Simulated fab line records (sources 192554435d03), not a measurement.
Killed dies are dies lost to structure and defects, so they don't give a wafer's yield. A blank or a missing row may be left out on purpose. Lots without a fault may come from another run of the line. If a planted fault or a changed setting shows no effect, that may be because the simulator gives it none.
3 desks, one fault :: flow n5Finfet :: only its own numbers are on each desk; what lay behind them is given at the end

== THE DEFECT DESK ==
For each lot, the counts of the inspections along the route, averaged over the sampled wafers that have a number. Any lot whose mean is over 4 standard deviations away from the usual mean is out of limits and marked OUT; that distance is given in the brackets.
Columns: A = rawDefectCount at N5_BEOL_M4_INSPECT_30, usual 392
lot: L359
first seen here: day 10 09:16
A: 310

lot: L362
first seen here: day 10 14:45
A: 322

lot: L365
first seen here: day 12 22:17
A: 445

lot: L369
first seen here: day 13 17:28
A: 352

lot: L371
first seen here: day 13 17:47
A: 349

lot: L372
first seen here: day 14 13:23
A: 462

lot: L374
first seen here: day 14 15:05
A: 351

lot: L373
first seen here: day 14 16:16
A: 337
Result from this desk: across the 8 lots, nothing is out of limits.

== AT THE TOOL OWNER'S DESK: rieMetal-02 ==
The tool's own readings at N5_BEOL_M4_HM_OPEN_17 (chemistry Cl2/BCl3, target TiN, target depth 20 nm, overetch 6 nm): means of the sampled wafers that have a number, for each lot that ran on this tool. Any lot whose mean is over 4 standard deviations away from the usual mean is out of limits and marked OUT; that distance is given in the brackets.
Columns: A = drypumpMotorCurrentA at N5_BEOL_M4_HM_OPEN_17, usual 5.94 A; B = oesProductAu at N5_BEOL_M4_HM_OPEN_17, usual 0.70 a.u.; C = throttleValvePct at N5_BEOL_M4_HM_OPEN_17, usual 21.98 %
lot: L359
first seen here: day 10 08:41
A: 6.15
B: 0.64
C: 22.43

lot: L362
first seen here: day 10 14:01
A: 6.06
B: 0.62
C: 22.28

lot: L369
first seen here: day 13 16:44
A: 6.05
B: 0.65
C: 22.22

lot: L371
first seen here: day 13 17:03
A: 5.93
B: 0.63
C: 22.05

lot: L374
first seen here: day 14 14:29
A: 5.94
B: 0.65
C: 22.04
Result from this desk: across the 5 lots, nothing is out of limits.

== FROM THE METROLOGY DESK ==
Means of the sampled wafers that have a number, per lot and without regard to the tool the lot ran on: this is what the gauges read. Any lot whose mean is over 4 standard deviations away from the usual mean is out of limits and marked OUT; that distance is given in the brackets. Readings shown: 7 out of 12 (the first out of limits, and those lying furthest out on some lot).
Columns: A = trenchDepthNm at N5_BEOL_M4_OCD_MEAS_38, usual 55.3 nm; B = M4_THK at N5_BEOL_M4_THK_MEAS_53, usual 39.1 nm; C = DIBL_P at N5_BEOL_M4_RC_MEAS_101, usual 36.4 mV/V; D = IOFF_N at N5_BEOL_M4_RC_MEAS_101, usual 0.167 nA/um; E = ION_N at N5_BEOL_M4_RC_MEAS_101, usual 678 uA/um; F = SS_P at N5_BEOL_M4_RC_MEAS_101, usual 73.4 mV/dec; G = VT_P at N5_BEOL_M4_RC_MEAS_101, usual -249 mV
lot: L359
first seen here: day 11 10:50
A: 29.6 (-31) OUT
B: 40.7
C: 37.1
D: 0.169
E: 669
F: 73.4
G: -246

lot: L362
first seen here: day 11 10:52
A: 20.4 (-42) OUT
B: 37.7
C: 36.0
D: 0.157
E: 675
F: 73.4
G: -242

lot: L365
first seen here: day 13 15:49
A: 55.6
B: 38.6
C: 36.0
D: 0.157
E: 669
F: 73.4
G: -248

lot: L369
first seen here: day 14 13:56
A: 55.1
B: 37.4
C: 35.5
D: 0.158
E: 679
F: 73.4
G: -249

lot: L371
first seen here: day 14 18:37
A: 55.4
B: 38.4
C: 36.9
D: 0.169
E: 680
F: 73.8
G: -253

lot: L372
first seen here: day 15 11:20
A: 55.8
B: 39.9
C: 38.6
D: 0.172
E: 676
F: 73.6
G: -249

lot: L374
first seen here: day 15 11:22
A: 55.9
B: 39.6
C: 36.7
D: 0.155
E: 678
F: 72.5
G: -251

lot: L373
first seen here: day 15 17:49
A: 55.0
B: 38.7
C: 37.3
D: 0.204
E: 694
F: 74.1
G: -248
This desk finds L359, L362 out of limits, L359 being first, at day 11 10:50 (trenchDepthNm at N5_BEOL_M4_OCD_MEAS_38). L365, L369, L371, L372, L374, L373 stayed within limits.

== PUT TOGETHER ==
The metrology desk could have raised an alarm at day 11 10:50, on L359, L362.
Nothing the defect desk looked at was out of limits.
The desk of the tool owner found nothing out of limits.
The defect desk has L359, L362 on record, within its limits.
The tool owner's desk has L359, L362 on record, within its limits.
On rieMetal-02, each named lot ran N5_BEOL_M4_HM_OPEN_17.

== WHAT THE SIMULATOR HAD PUT IN ==
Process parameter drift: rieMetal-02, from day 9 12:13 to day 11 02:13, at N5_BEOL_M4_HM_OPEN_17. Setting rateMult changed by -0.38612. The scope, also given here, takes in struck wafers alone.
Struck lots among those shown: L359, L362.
Hours from the fault's start to each desk's first reading out of limits: the metrology desk, 47.
